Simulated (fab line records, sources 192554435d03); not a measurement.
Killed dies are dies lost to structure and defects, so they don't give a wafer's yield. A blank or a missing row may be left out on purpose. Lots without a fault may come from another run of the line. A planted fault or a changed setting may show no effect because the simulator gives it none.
Which tool did it? | flow n5_finfet | 7 lots, 21 wafers sampled, at 8 steps of a route of 1938

WHAT THE GAUGES READ, wafer by wafer
N5_BEOL_M4_OCD_MEAS_38.
lot  | measured     | on     | trench_depth_nm (nm)
L586 | day 9 02:37  | ocd-01 | 56.3 54.3 56.5
L588 | day 10 08:59 | ocd-02 | 58.3 60.7 61.4
L593 | day 10 14:23 | ocd-02 | 62.1 61.0 61.6
L597 | day 11 23:10 | ocd-02 | 55.8 54.8 56.9
L600 | day 12 12:53 | ocd-01 | 55.8 56.1 56.4
L606 | day 13 20:12 | ocd-02 | 55.8 54.1 55.3
L605 | day 13 23:56 | ocd-01 | 56.7 56.2 53.5

N5_BEOL_M4_THK_MEAS_53: measures by xrf.
lot  | measured     | on            | M4_THK (nm)
L586 | day 9 08:05  | film_metro-02 | 40.3 39.4 40.1
L588 | day 10 15:14 | film_metro-02 | 44.1 45.2 46.3
L593 | day 10 20:29 | film_metro-01 | 48.4 45.7 48.3
L597 | day 12 02:44 | film_metro-01 | 41.6 41.6 43.5
L600 | day 12 17:20 | film_metro-02 | 39.6 42.2 41.9
L606 | day 14 00:34 | film_metro-01 | 38.4 39.5 38.7
L605 | day 14 03:58 | film_metro-02 | 40.1 41.0 36.9

N5_BEOL_M4_RS_MEAS_58: measures by four-point-probe.
lot  | measured     | on            | M4_RS (ohm/sq)
L586 | day 9 08:20  | film_metro-02 | 0.67 0.70 0.68
L588 | day 10 15:30 | film_metro-02 | 0.60 0.59 0.57
L593 | day 10 20:44 | film_metro-02 | 0.53 0.57 0.53
L597 | day 12 03:00 | film_metro-01 | 0.64 0.64 0.61
L600 | day 12 17:35 | film_metro-02 | 0.68 0.63 0.64
L606 | day 14 00:53 | film_metro-02 | 0.71 0.68 0.70
L605 | day 14 04:15 | film_metro-01 | 0.68 0.66 0.76

N5_BEOL_M4_RC_MEAS_101.
lot  | measured     | on        | DIBL_N (mV/V)  | DIBL_P (mV/V)  | IOFF_N (nA/um) | IOFF_P (nA/um) | ION_N (uA/um) | ION_P (uA/um) | SS_N (mV/dec)  | SS_P (mV/dec)  | VT_N (mV)   | VT_P (mV)
L586 | day 9 09:10  | prober-02 | 35.9 36.7 36.4 | 36.8 37.7 37.2 | 0.15 0.17 0.16 | 0.20 0.22 0.20 | 667 664 687   | 456 459 463   | 72.2 72.4 71.9 | 73.3 73.4 73.5 | 250 252 248 | -249.2 -251.5 -251.7
L588 | day 10 15:43 | prober-01 | 38.0 38.9 37.6 | 38.8 39.3 37.4 | 0.20 0.21 0.17 | 0.24 0.25 0.22 | 697 705 679   | 470 468 458   | 72.1 71.5 71.4 | 74.1 74.0 74.1 | 246 246 249 | -249.7 -250.0 -252.2
L593 | day 10 20:47 | prober-01 | 39.5 37.6 40.1 | 38.0 36.5 38.6 | 0.17 0.16 0.18 | 0.22 0.22 0.23 | 673 673 686   | 458 468 466   | 72.5 71.8 72.8 | 74.0 72.9 74.0 | 249 250 250 | -249.8 -250.6 -247.5
L597 | day 12 03:03 | prober-02 | 36.2 35.5 39.4 | 36.2 36.1 40.5 | 0.15 0.15 0.21 | 0.23 0.22 0.32 | 666 679 687   | 464 474 479   | 71.3 71.7 71.9 | 73.1 73.5 73.8 | 252 247 244 | -248.3 -250.4 -243.2
L600 | day 12 17:38 | prober-01 | 35.2 35.4 36.0 | 34.0 34.4 35.0 | 0.14 0.14 0.16 | 0.20 0.20 0.22 | 668 670 685   | 466 470 478   | 71.4 70.9 71.8 | 72.5 72.0 72.4 | 251 250 248 | -248.6 -248.9 -248.1
L606 | day 14 01:23 | prober-01 | 34.1 34.1 38.3 | 35.5 34.8 40.8 | 0.14 0.14 0.23 | 0.20 0.19 0.31 | 680 661 698   | 469 457 477   | 71.8 71.4 71.7 | 72.6 72.4 73.5 | 250 249 245 | -250.0 -249.1 -246.5
L605 | day 14 04:28 | prober-01 | 36.1 36.2 36.2 | 36.8 36.5 37.3 | 0.17 0.16 0.16 | 0.23 0.23 0.25 | 682 682 683   | 469 475 467   | 71.8 71.7 71.4 | 73.2 72.9 73.1 | 248 248 249 | -249.1 -246.7 -244.5

WHICH TOOL RAN EACH LOT (tool, then ch and the chambers of the sampled wafers, then the start)
lot  | N5_BEOL_M4_ETCH_69                 | N5_BEOL_M4_ETCHBACK_99             | N5_BEOL_M4_TRENCH_ETCH_37          | N5_BEOL_M4_ALD_84
L586 | rie_diel-05 ch 0,1,2, day 8 22:26  | rie_diel-01 ch 1,2, day 9 02:13    | rie_diel-01 ch 1,2, day 9 02:28    | ald_metal-01 ch 0,3, day 9 03:12
L588 | rie_diel-01 ch 1,2,3, day 9 14:57  | rie_diel-01 ch 1,2,3, day 10 08:35 | rie_diel-01 ch 1,2,3, day 10 08:50 | ald_metal-04 ch 0,1,3, day 10 11:41
L593 | rie_diel-02 ch 0,3, day 10 08:46   | rie_diel-01 ch 1,3, day 10 14:00   | rie_diel-01 ch 1,3, day 10 14:14   | ald_metal-02 ch 1,3, day 10 15:05
L597 | rie_diel-01 ch 0,1,2, day 11 21:50 | rie_diel-05 ch 0,1, day 11 22:46   | rie_diel-05 ch 0,1, day 11 23:01   | ald_metal-02 ch 2,3, day 11 23:35
L600 | rie_diel-02 ch 2,3, day 12 05:11   | rie_diel-02 ch 0,1,2, day 12 12:29 | rie_diel-02 ch 0,1,2, day 12 12:44 | ald_metal-01 ch 0,2,3, day 12 13:43
L606 | rie_diel-01 ch 0,1,3, day 13 15:15 | rie_diel-05 ch 0,2,3, day 13 19:49 | rie_diel-05 ch 0,2,3, day 13 20:04 | ald_metal-04 ch 0,1,2, day 13 21:05
L605 | rie_diel-05 ch 0,3, day 13 17:25   | rie_diel-01 ch 0,1,3, day 13 23:32 | rie_diel-01 ch 0,1,3, day 13 23:47 | ald_metal-04 ch 1,3, day 14 00:31
- N5_BEOL_M4_ETCH_69: etches SiARC in CF4, target depth 15.6 nm, time 26 s.
- N5_BEOL_M4_ETCHBACK_99: etches SiO2 in CHF3, target depth 5 nm, time 10.4 s.
- N5_BEOL_M4_TRENCH_ETCH_37: etches SiOC in C4F6/O2, target depth 55.555 nm, time 29.2 s.
- N5_BEOL_M4_ALD_84: deposits TaN, pulse time 2 s, purge time 3 s, co reactant purge time 2 s.

WHAT THE TOOLS THEMSELVES READ (means of the sampled wafers that have a number; where no wafer has one, the mark that the record gives instead)
N5_BEOL_M4_ETCH_69.
lot  | tool        | bias_w (W) | drypump_motor_current_A (A) | etch_rf_on_time_s (s) | oes_product_au (a.u.) | rf_fwd_power_W (W) | rf_vpp_V (V) | showerhead_plenum_p_Torr (Torr) | throttle_valve_pct (%)
L586 | rie_diel-05 | 35.92      | 5.9                         | 26.5                  | 0.59                  | 532.6              | 184.4        | 2.18                            | 15.71
L588 | rie_diel-01 | 35.93      | 5.4                         | 25.5                  | 0.68                  | 531.8              | 184.5        | 2.13                            | 15.52
L593 | rie_diel-02 | 35.97      | 6.1                         | 25.7                  | 0.70                  | 531.1              | 186.3        | 2.26                            | 15.60
L597 | rie_diel-01 | 35.99      | 5.9                         | 26.5                  | 0.62                  | 532.1              | 184.4        | 2.14                            | 15.68
L600 | rie_diel-02 | 36.05      | 5.8                         | 25.3                  | 0.70                  | 532.4              | 185.3        | 2.18                            | 15.60
L606 | rie_diel-01 | 36.01      | 6.0                         | 25.8                  | 0.65                  | 531.1              | 184.0        | 2.15                            | 15.63
L605 | rie_diel-05 | 35.97      | 5.8                         | 25.9                  | 0.78                  | 531.2              | 183.7        | 2.22                            | 15.46

N5_BEOL_M4_ETCHBACK_99.
lot  | tool        | bias_w (W) | drypump_motor_current_A (A) | oes_product_au (a.u.) | rf_vpp_V (V) | showerhead_plenum_p_Torr (Torr) | throttle_valve_pct (%)
L586 | rie_diel-01 | 46.91      | 5.7                         | 0.78                  | 242          | 2.20                            | 17.07
L588 | rie_diel-01 | 47.01      | 5.4                         | 0.78                  | 239          | 2.14                            | 17.01
L593 | rie_diel-01 | 46.98      | 5.8                         | 0.81                  | 242          | 2.21                            | 17.02
L597 | rie_diel-05 | 46.98      | 5.9                         | 0.88                  | 246          | 2.18                            | 16.97
L600 | rie_diel-02 | 47.00      | 6.1                         | 0.78                  | 244          | 2.21                            | 16.85
L606 | rie_diel-05 | 46.94      | 5.8                         | 0.84                  | 240          | 2.24                            | 17.08
L605 | rie_diel-01 | 46.97      | 6.0                         | 0.76                  | 243          | 2.17                            | 17.14

N5_BEOL_M4_TRENCH_ETCH_37.
lot  | tool        | bias_w (W) | drypump_motor_current_A (A) | oes_f_703_au (a.u.) | oes_product_au (a.u.) | rf_fwd_power_W (W) | rf_vpp_V (V) | showerhead_plenum_p_Torr (Torr) | throttle_valve_pct (%)
L586 | rie_diel-01 | 184.7      | 5.8                         | 0.77                | 0.78                  | 349.7              | 671          | 2.90                            | 20.87
L588 | rie_diel-01 | 184.5      | 5.4                         | 0.99                | 0.82                  | 434.7              | 595          | 2.83                            | 20.83
L593 | rie_diel-01 | 185.3      | 5.8                         | 1.04                | 0.86                  | 434.9              | 600          | 2.92                            | 20.85
L597 | rie_diel-05 | 185.3      | 5.9                         | 0.84                | 0.86                  | 351.1              | 680          | 2.88                            | 20.77
L600 | rie_diel-02 | 185.2      | 6.1                         | 0.78                | 0.78                  | 352.1              | 675          | 2.92                            | 20.62
L606 | rie_diel-05 | 184.5      | 5.9                         | 0.84                | 0.83                  | 349.8              | 665          | 2.96                            | 20.90
L605 | rie_diel-01 | 185.4      | 6.0                         | 0.75                | 0.76                  | 347.7              | 668          | 2.86                            | 20.94

N5_BEOL_M4_ALD_84.
lot  | tool         | heater_power_w (W) | precursor_vessel_carrier_sccm (sccm) | precursor_vessel_pressure_torr (Torr)
L586 | ald_metal-01 | 395                | 1002.0                               | 26.22
L588 | ald_metal-04 | 400                | 1002.3                               | 26.25
L593 | ald_metal-02 | 442                | 1002.3                               | 26.31
L597 | ald_metal-02 | 471                | 999.5                                | 26.27
L600 | ald_metal-01 | 432                | 997.5                                | 26.26
L606 | ald_metal-04 | 384                | 999.1                                | 26.24
L605 | ald_metal-04 | 418                | 1003.0                               | 26.25

THE ANSWER, worked out from the rows above alone
Rule: what is usual is taken from the lots themselves. Put in order of their means at a reading, lots are off if they are a third of the lots or fewer, leave a main group of 4 or more, and stand apart from it by a gap of 3 or more times the standard deviation of the main group's means; of several such gaps the widest counts. A main group whose means are all the same, to the digits that the tables above print for the reading, isn't used. A lot without any number at a reading at which 4 lots or more have one is off too. The other lots that the step has rows for count as sound. The gauges are gone through in route order, then the tools' own readings, and for those a lot's mean is taken as printed above. The first step at which some lot is off is used, and at that step the reading that is off furthest; a lot without a number counts as furthest.
Off: L588, L593, at N5_BEOL_M4_OCD_MEAS_38 (trench_depth_nm). The main group: mean 55.6 nm, standard deviation 0.35.
A tool fits if, at a process step before that reading, it ran every lot that is off, and no sound lot after the first of them. The gauges at N5_BEOL_M4_OCD_MEAS_38 aren't tried: what is off there is off at N5_BEOL_M4_TRENCH_ETCH_37 too, on other tools, and a gauge's error can't cause that. None of those tried fits.

WHAT THE SIMULATOR HAD PUT IN
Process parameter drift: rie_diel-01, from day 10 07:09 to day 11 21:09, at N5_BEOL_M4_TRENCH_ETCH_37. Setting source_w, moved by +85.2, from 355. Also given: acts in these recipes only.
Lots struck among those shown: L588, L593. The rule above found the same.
